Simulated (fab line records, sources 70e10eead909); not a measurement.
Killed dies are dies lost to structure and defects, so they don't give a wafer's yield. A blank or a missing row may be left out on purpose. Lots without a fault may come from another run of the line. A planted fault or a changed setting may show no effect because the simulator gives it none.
Which tool did it? | flow nand_harc | 11 lots, 33 wafers sampled, at 1 step of a route of 1302

WHAT THE GAUGES READ, wafer by wafer
NHARC_A_CHANNEL_HOLE_D2_OVL_MEAS_11.
lot  | measured     | on         | overlay_x_nm (nm)
L075 | day 13 04:11 | overlay-02 | -0.5 -0.6 -0.3
L077 | day 14 11:44 | overlay-02 | -0.1 -0.4 0.0
L078 | day 14 17:45 | overlay-01 | -0.2 -0.1 0.3
L082 | day 16 01:49 | overlay-02 | -1.3 -1.4 -1.6
L083 | day 16 16:43 | overlay-01 | -0.8 0.1 -0.8
L085 | day 17 20:19 | overlay-01 | -0.1 -0.5 -0.1
L087 | day 18 21:33 | overlay-02 | -0.6 -0.6 -0.6
L089 | day 19 09:19 | overlay-01 | 0.2 -0.5 -1.1
L091 | day 20 03:58 | overlay-01 | -0.5 -0.5 -0.6
L093 | day 21 06:38 | overlay-01 | 0.6 0.6 0.0
L096 | day 21 23:23 | overlay-01 | 1.1 1.9 1.9

WHICH TOOL RAN EACH LOT (tool, then ch and the chambers of the sampled wafers, then the start)
The record holds no process step before these readings.

THE ANSWER, worked out from the rows above alone
Rule: what is usual is taken from the lots themselves. Put in order of their means at a reading, lots are off if they are a third of the lots or fewer, leave a main group of 4 or more, and stand apart from it by a gap of 3 or more times the standard deviation of the main group's means; of several such gaps the widest counts. A main group whose means are all the same, to the digits that the tables above print for the reading, isn't used. A lot without any number at a reading at which 4 lots or more have one is off too. The other lots that the step has rows for count as sound.
No lot is off at any reading shown: from this, nothing can be told.

WHAT THE SIMULATOR HAD PUT IN
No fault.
